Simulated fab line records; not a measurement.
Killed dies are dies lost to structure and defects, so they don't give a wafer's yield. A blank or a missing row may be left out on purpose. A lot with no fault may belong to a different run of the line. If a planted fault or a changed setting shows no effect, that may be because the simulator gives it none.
Chamber matching    flow nand_harc    4 sister chambers for NHARC_A_DECK1_JOINT_ETCHBACK_00 on rie_si-03
The step etches the open film in HBr, target depth 30 nm, time 17.4 s. 4 wafers are shown with their chamber, then 7 later ones without.

WAFERS WITH THEIR CHAMBER
wafer   chamber  oes_product_au (a.u.)
L079.1  1        0.989
L084.5  0        0.994
L085.2  2        0.980
L085.4  3        0.988

WAFERS WHOSE CHAMBER IS MISSING
wafer   oes_product_au (a.u.)
L085.6  0.988
L091.3  1.000
L091.5  0.991
L091.6  0.993
L094.1  1.015
L094.2  0.995
L094.5  1.034

EACH ONE'S CHAMBER
wafer   from the rows above                in truth
L085.6  can't be placed: 3 or 1 or 0 or 2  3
L091.3  can't be placed: 0 or 1 or 3 or 2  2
L091.5  can't be placed: 1 or 0 or 3 or 2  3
L091.6  can't be placed: 0 or 1 or 3 or 2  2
L094.1  can't be placed: 0 or 1 or 3 or 2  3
L094.2  can't be placed: 0 or 1 or 3 or 2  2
L094.5  can't be placed: 0 or 1 or 3 or 2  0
Placed correctly: 0 of 7. These rows do not allow placing 7 (true chamber among the candidates in 7). Number placed wrongly: 0.
How it was worked out, from the rows above alone: a wafer's distance from a chamber is the root of the sum, over the readings, of the square of ((its reading less the chamber's mean) divided by the reading's scatter). If the next closest chamber is less than 2 further off than the closest, the wafer can't be placed; otherwise it belongs to the closest. Each chamber's mean is taken over the wafers shown for it. The scatter (one wafer shown for each chamber): square how far every hidden wafer sits from the nearest shown wafer, average those squares and take the square root.
